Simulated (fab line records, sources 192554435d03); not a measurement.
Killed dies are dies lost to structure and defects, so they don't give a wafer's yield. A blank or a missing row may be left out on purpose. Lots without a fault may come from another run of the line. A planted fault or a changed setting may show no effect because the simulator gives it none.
A struck lot beside a sound one | flow n5_finfet | 14 steps out of a route of 1938
Sound: wafers L676.4, L676.5, L676.6. Struck: wafer L680.6. (L680.2, L680.5 of the same lot were not struck and are left out.) The cause comes at the end.
At each step with rows: each side's tool, then ch and its chambers, then its first start. Under that, the readings that differ: sound wafers | struck wafers | difference of the means | sigmas: that difference in standard deviations of wafers without a fault.
alike: readings whose means differ by less than 2 such deviations, and words and numbers that are the same on both sides. not compared: withheld readings, readings that some wafer has no value for, bounds like >300 that may hide the same value, and numbers for which the record gives no deviation and whose values overlap.
The two part at a step that has a row with sigmas, a row that says differs or no value, or rows on one side only. Numbers that don't overlap but have no deviation are shown without sigmas and don't part them. A reading that every wafer of one side lacks parts them only if that side has two wafers or more.

first, 9 steps without rows for these wafers: N5_MOL_CONTACT_COAG_DEVELOP_07 (develop time 30 s); N5_MOL_CONTACT_COAG_DESCUM_13 (chemistry O2, time 7 s); N5_MOL_CONTACT_COAG_ETCH_59 (etches underlayer in N2/H2, target depth 13 nm, time 10.4 s); N5_MOL_CONTACT_COAG_ETCH_105 (etches SiARC in CF4, target depth 15.6 nm, time 26 s); N5_MOL_CONTACT_COAG_ETCH_106 (etches SOC in N2/H2, target depth 80 nm, overetch 16 nm, time 120 s); N5_MOL_CONTACT_COAG_STRIP_107 (strips in N2/H2); N5_MOL_CONTACT_COAG_STRIP_108 (strips in N2/H2); N5_MOL_CONTACT_COAG_CONTACT_ETCH_14 (etches SiO2 in C4F6/O2, target depth 27.5 nm, overetch 8.5 nm, time 20 s); N5_MOL_CONTACT_COAG_STRIP_109 (strips in C4F6/O2).
N5_MOL_CONTACT_COAG_ETCH_15: etches SiNx in CH3F/O2, stops on Si:P, target depth 7 nm.
  sound on rie_diel-06 ch 0,1,2, day 5 18:29; struck on rie_diel-06 ch 2, day 6 16:13
  reading                                            | sound             | struck | difference | sigmas
  mfc_ar_sccm (sccm)                                 | 150.3 150.0 149.9 | 149.2  | -0.9       | -2
  over_etch_frac                                     | 0.75 0.75 0.75    | 1.6133 | +0.8633    |
  model.SOC_of_MOL_CONTACT_COAG_COAT_103.thk_nm (nm) | 75.4 75 75.2      | 73     | -2         |
  alike: O2_flow_sccm, drypump_motor_current_A, oes_product_au, rf_fwd_power_W, rf_vpp_V, showerhead_plenum_p_Torr, throttle_valve_pct
  not compared: rf_hours_counter_h
N5_MOL_CONTACT_COAG_ETCH_110: etches Si in CF4/O2, target depth 2.5 nm, time 8 s.
  sound on rie_diel-06 ch 0,1,2, day 5 18:32; struck on rie_diel-06 ch 2, day 6 16:17
  reading                                            | sound          | struck | difference | sigmas
  model.SOC_of_MOL_CONTACT_COAG_COAT_103.thk_nm (nm) | 73.8 73.4 73.6 | 71.4   | -2.2       |
  alike: O2_flow_sccm, cf4_flow_sccm, drypump_motor_current_A, mfc_ar_sccm, oes_product_au, rf_fwd_power_W, rf_vpp_V, showerhead_plenum_p_Torr, throttle_valve_pct
  not compared: rf_hours_counter_h
then, 1 step without rows for these wafers: N5_MOL_CONTACT_COAG_STRIP_98 (strips in N2/H2).
-- the record jumps here: 4 days lie between the struck wafers' starts before and after (it left off in module MOL_CONTACT_COAG and takes up again in module BEOL_M4, whose first step shown is number 1111 of the route) --
N5_BEOL_M4_RC_MEAS_101:
  sound on prober-02 ch 0, day 9 15:13; struck on prober-02 ch 0, day 10 14:57
  alike: DIBL_N, DIBL_P, IOFF_N, IOFF_P, ION_N, ION_P, SS_N, SS_P, VT_N, VT_P
-- the record jumps here: 5 days lie between the struck wafers' starts before and after (it left off in module BEOL_M4 and takes up again in module PASSIVATION, whose first step shown is number 1936 of the route) --
N5_PASSIVATION_PROBE_49:
  sound on prober-01, day 13 19:48; struck on prober-02, day 15 03:17
  alike: defect_limited_yield, killed_at_M0_to_M3, killed_at_M4_up, killed_at_contacts, killed_at_front_end, killed_at_other, killed_dies, killed_on_rim, killed_open, killed_short, sort_bin_5_function, sort_bin_6_memory, sort_bin_8_speed, sort_n_pass, sort_yield_pct

WHERE THEY PART
Only at N5_MOL_CONTACT_COAG_ETCH_15, within this record. Later steps at which nothing parts them and some readings are alike: N5_MOL_CONTACT_COAG_ETCH_110, N5_BEOL_M4_RC_MEAS_101, N5_PASSIVATION_PROBE_49.

WHY: what the simulator had put in
Process parameter drift: rie_diel-06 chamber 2, from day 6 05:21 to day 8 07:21, at N5_MOL_CONTACT_COAG_ETCH_15. Setting over_etch_frac, moved by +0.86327, from 0.75. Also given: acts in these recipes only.
